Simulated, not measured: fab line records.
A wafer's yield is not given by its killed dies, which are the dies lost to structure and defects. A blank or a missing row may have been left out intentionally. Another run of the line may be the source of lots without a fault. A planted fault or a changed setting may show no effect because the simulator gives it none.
Split-lot experiment / flow n5Finfet / on a route of 1938 steps: 7 lots, 21 wafers read

## THE SPLIT ITSELF
At N5_BEOL_M15_EXPOSE_07 (exposes mask V14), the setting doseMj was moved away from the recipe's 41.25 on 9 of the 21 wafers read, by -4.1% to +5.9%. All remaining wafers had this setting at the recipe value.

## FROM THE SPLIT TO THE READING: what the file shows between them, 11 steps
- N5_BEOL_M15_PEB_08: peb time 90 s
- N5_BEOL_M15_DEVELOP_09: develop time 45 s
- N5_BEOL_M15_HARDBAKE_14: time 120 s
- N5_BEOL_M15_CD_MEAS_10: target cd 360 nm
- N5_BEOL_M15_DESCUM_15: chemistry O2, time 7.9 s
- N5_BEOL_M15_ETCH_59: etches BARC in N2/H2, target depth 89 nm, overetch 26.7 nm, time 67.9 s
- N5_BEOL_M15_VIA_ETCH_16: etches SiO2 in C4F8/O2/Ar, target depth 1792.2 nm
- N5_BEOL_M15_STRIP_63: strips in O2
- N5_BEOL_M15_STRIP_64: strips in O2
- N5_BEOL_M15_STRIP_65: strips in post etch residue remover, time 60 s
- N5_BEOL_M15_SRD_66: time 30 s, dry time 30 s

## THE READING
cdNm (nm) at N5_BEOL_M15_CD_MEAS_17, where the cd target is 360 nm. Fault-free wafers of this fab line usually give 361.5 nm, standard deviation 1.2 nm.

wafer=L074.2; tool, chamber at the split=krfScanner-02, 0; doseMj as run=41.25; against the recipe=recipe; cdNm, nm=362.4; against lot-mates on the recipe=-
wafer=L074.4; tool, chamber at the split=krfScanner-02, 0; doseMj as run=41.25; against the recipe=recipe; cdNm, nm=365.3; against lot-mates on the recipe=-
wafer=L074.6; tool, chamber at the split=krfScanner-02, 0; doseMj as run=39.96; against the recipe=-3.1%; cdNm, nm=356.5; against lot-mates on the recipe=-7.4
wafer=L075.3; tool, chamber at the split=krfScanner-02, 0; doseMj as run=41.25; against the recipe=recipe; cdNm, nm=358.7; against lot-mates on the recipe=-
wafer=L075.5; tool, chamber at the split=krfScanner-02, 0; doseMj as run=41.25; against the recipe=recipe; cdNm, nm=363.5; against lot-mates on the recipe=-
wafer=L075.6; tool, chamber at the split=krfScanner-02, 0; doseMj as run=43.45; against the recipe=+5.3%; cdNm, nm=369.5; against lot-mates on the recipe=+8.4
wafer=L080.1; tool, chamber at the split=krfScanner-02, 0; doseMj as run=41.25; against the recipe=recipe; cdNm, nm=361.1; against lot-mates on the recipe=-
wafer=L080.2; tool, chamber at the split=krfScanner-02, 0; doseMj as run=42.59; against the recipe=+3.2%; cdNm, nm=366.1; against lot-mates on the recipe=+5.0
wafer=L080.4; tool, chamber at the split=krfScanner-02, 0; doseMj as run=42.59; against the recipe=+3.2%; cdNm, nm=365.6; against lot-mates on the recipe=+4.5
wafer=L084.3; tool, chamber at the split=krfScanner-01, 0; doseMj as run=41.25; against the recipe=recipe; cdNm, nm=361.3; against lot-mates on the recipe=-
wafer=L084.4; tool, chamber at the split=krfScanner-01, 0; doseMj as run=41.25; against the recipe=recipe; cdNm, nm=362.7; against lot-mates on the recipe=-
wafer=L084.5; tool, chamber at the split=krfScanner-01, 0; doseMj as run=41.25; against the recipe=recipe; cdNm, nm=360.9; against lot-mates on the recipe=-
wafer=L088.2; tool, chamber at the split=krfScanner-02, 0; doseMj as run=43.68; against the recipe=+5.9%; cdNm, nm=370.6; against lot-mates on the recipe=+7.8
wafer=L088.4; tool, chamber at the split=krfScanner-02, 0; doseMj as run=43.68; against the recipe=+5.9%; cdNm, nm=371.4; against lot-mates on the recipe=+8.6
wafer=L088.6; tool, chamber at the split=krfScanner-02, 0; doseMj as run=41.25; against the recipe=recipe; cdNm, nm=362.8; against lot-mates on the recipe=-
wafer=L091.3; tool, chamber at the split=krfScanner-01, 0; doseMj as run=39.57; against the recipe=-4.1%; cdNm, nm=352.9; against lot-mates on the recipe=-8.4
wafer=L091.5; tool, chamber at the split=krfScanner-01, 0; doseMj as run=41.25; against the recipe=recipe; cdNm, nm=361.3; against lot-mates on the recipe=-
wafer=L091.6; tool, chamber at the split=krfScanner-01, 0; doseMj as run=39.57; against the recipe=-4.1%; cdNm, nm=355.4; against lot-mates on the recipe=-5.9
wafer=L082.1; tool, chamber at the split=krfScanner-01, 0; doseMj as run=41.25; against the recipe=recipe; cdNm, nm=359.3; against lot-mates on the recipe=-
wafer=L082.3; tool, chamber at the split=krfScanner-01, 0; doseMj as run=43.59; against the recipe=+5.7%; cdNm, nm=366.9; against lot-mates on the recipe=+6.4
wafer=L082.6; tool, chamber at the split=krfScanner-01, 0; doseMj as run=41.25; against the recipe=recipe; cdNm, nm=361.7; against lot-mates on the recipe=-

THE FIT
A straight line over all 21 wafers: cdNm changes by +1.5 nm for each +1% of doseMj; r = +0.94; the points scatter about the line by 1.7 nm.
The same after taking each lot's own level away (the mean of its wafers on the recipe; 21 wafers): +1.53 nm for each +1%; r = +0.96; scatter 1.4 nm.
That fit puts the effect of the largest move of doseMj on the reading at 9 nm.
The lots' own levels span 360.50 to 363.85 nm, that is 2.8 times the standard deviation above.
The two slopes agree, so the slope changes little with the lot-to-lot level.
Check: for one of the wafers moved furthest among these (+5.9%), held out of the fit, the line's prediction against its lot-mates is +8.8 nm. Against them it came out at +7.8 nm.

## OTHER SPLITS APPLIED TO THESE WAFERS
Other splits were also applied to these wafers ahead of the reading. Each is held against what the fit with the lots' levels taken away leaves over:
other split on the same wafers=N5_BEOL_M11_EXPOSE_25 doseMj; wafers away from the commonest value=4; r with cdNm (lot level and that fit taken away)=+0.01
other split on the same wafers=N5_BEOL_M11_ETCH_66 timeS; wafers away from the commonest value=7; r with cdNm (lot level and that fit taken away)=+0.08
other split on the same wafers=N5_BEOL_M12_TRENCH_ETCH_34 timeS; wafers away from the commonest value=6; r with cdNm (lot level and that fit taken away)=+0.02
other split on the same wafers=N5_BEOL_M12_SPUTTER_43 powerW; wafers away from the commonest value=5; r with cdNm (lot level and that fit taken away)=+0.02
other split on the same wafers=N5_BEOL_M15_ILD_DEP_00 timeS; wafers away from the commonest value=4; r with cdNm (lot level and that fit taken away)=+0.41

## THE WHOLE CHAIN: every reading that the file lists as answering this split, in the file's order
step=N5_BEOL_M15_CD_MEAS_10; what it does=target cd 360 nm; reading=cdNm; change (the file's fit)=+1.56 nm for each +1% of the setting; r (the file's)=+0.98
step=N5_BEOL_M15_CD_MEAS_17; what it does=target cd 360 nm; reading=cdNm; change (the file's fit)=+1.49 nm for each +1% of the setting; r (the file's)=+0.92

## THE FILE'S OWN FIT
cdNm changes by +1.49 nm for each +1% of doseMj, r = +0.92.
